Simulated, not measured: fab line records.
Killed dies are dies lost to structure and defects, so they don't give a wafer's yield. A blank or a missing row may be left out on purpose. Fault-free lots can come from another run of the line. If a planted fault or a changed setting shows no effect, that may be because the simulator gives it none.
Which tool is to blame? | flow n5Finfet | 11 lots, 32 wafers sampled, at 3 steps of a route of 1938

## WHAT EACH GAUGE READ, for each wafer
N5_PMOS_HMC_CHANNEL_EPI_CD_MEAS_09 targets a cd of 237.4 nm.
lot  | measured    | on       | cdNm (nm)
L877 | day 1 17:34 | cdSem-01 | 238.0 237.1 236.9
L878 | day 2 05:30 | cdSem-03 | 236.2 238.1 237.5
L881 | day 2 18:44 | cdSem-01 | 238.5 238.1 238.9
L882 | day 2 23:35 | cdSem-03 | 237.0 235.6 234.5
L883 | day 3 05:38 | cdSem-03 | 235.8 238.5 237.7
L884 | day 3 11:21 | cdSem-01 | 238.3 238.7 240.7
L890 | day 4 23:31 | cdSem-01 | 244.7 244.7 244.9
L892 | day 5 12:02 | cdSem-01 | 244.6 242.7 244.7
L895 | day 6 05:10 | cdSem-01 | 239.7 240.9 238.7
L898 | day 6 23:50 | cdSem-02 | 237.3 236.8 237.3
L899 | day 7 06:18 | cdSem-02 | 237.0 236.9

## EACH LOT AND THE TOOL THAT RAN IT (in order: tool; ch and the chambers of the sampled wafers; start)
lot  | N5_WELL_APT_DESCUM_13            | N5_PMOS_HMC_CHANNEL_EPI_PEB_07
L877 | rieDiel-01 ch 1,2, day 1 14:22   | lithoTrack-04 ch 0, day 1 17:30
L878 | rieDiel-01 ch 0,2,3, day 1 22:05 | lithoTrack-04 ch 0, day 2 05:26
L881 | rieDiel-01 ch 1,2,3, day 2 14:28 | lithoTrack-02 ch 0, day 2 18:40
L882 | rieDiel-03 ch 0,2, day 2 19:59   | lithoTrack-04 ch 0, day 2 23:31
L883 | rieDiel-06 ch 0,1,2, day 3 01:40 | lithoTrack-04 ch 0, day 3 05:34
L884 | rieDiel-06 ch 0,1, day 3 08:02   | lithoTrack-02 ch 0, day 3 11:17
L890 | rieDiel-06 ch 0,2,3, day 4 20:05 | lithoTrack-02 ch 0, day 4 23:26
L892 | rieDiel-01 ch 2,3, day 5 08:37   | lithoTrack-02 ch 0, day 5 11:58
L895 | rieDiel-03 ch 0,2, day 6 01:46   | lithoTrack-05 ch 0, day 6 05:06
L898 | rieDiel-03 ch 1,2,3, day 6 20:08 | lithoTrack-04 ch 0, day 6 23:46
L899 | rieDiel-06 ch 0,2, day 7 02:17   | lithoTrack-04 ch 0, day 7 06:14
- N5_WELL_APT_DESCUM_13: chemistry O2, time 7.9 s.
- N5_PMOS_HMC_CHANNEL_EPI_PEB_07: peb time 60 s.

## THE ANSWER, worked out from the rows above alone
Rule: the usual values come from the lots themselves. The widest of any qualifying gaps counts: lots, ordered by their means at a reading, are off when they make up no more than a third of the lots, leave a main group of 4 or more, and stand apart from it by 3 or more times the standard deviation of that group's means. A main group is skipped when, at the precision printed for the reading in the tables above, its means are all equal. Also off: a lot with no number at a reading for which 4 or more lots have one. Any other lot the step has rows for is counted as sound.
Off: L890, L892, at N5_PMOS_HMC_CHANNEL_EPI_CD_MEAS_09 (cdNm). The main group has a mean of 237.7 nm with a standard deviation of 1.2.
If a tool, at a process step before that reading, ran all the lots that are off and no sound lot after the first of them, it fits. Those tools and the gauges at N5_PMOS_HMC_CHANNEL_EPI_CD_MEAS_09 are tried in the same way. One fits: lithoTrack-02 at N5_PMOS_HMC_CHANNEL_EPI_PEB_07. Its last sound lot is L884 (day 3 11:17), its first lot that is off L890 (day 4 23:26): a fault that began between those two fits.

## WHAT THE SIMULATOR HAD INSERTED
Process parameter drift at N5_PMOS_HMC_CHANNEL_EPI_PEB_07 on lithoTrack-02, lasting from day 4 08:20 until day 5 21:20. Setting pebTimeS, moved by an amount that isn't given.
Shown lots that were struck: L890, L892. The rule above found the same.
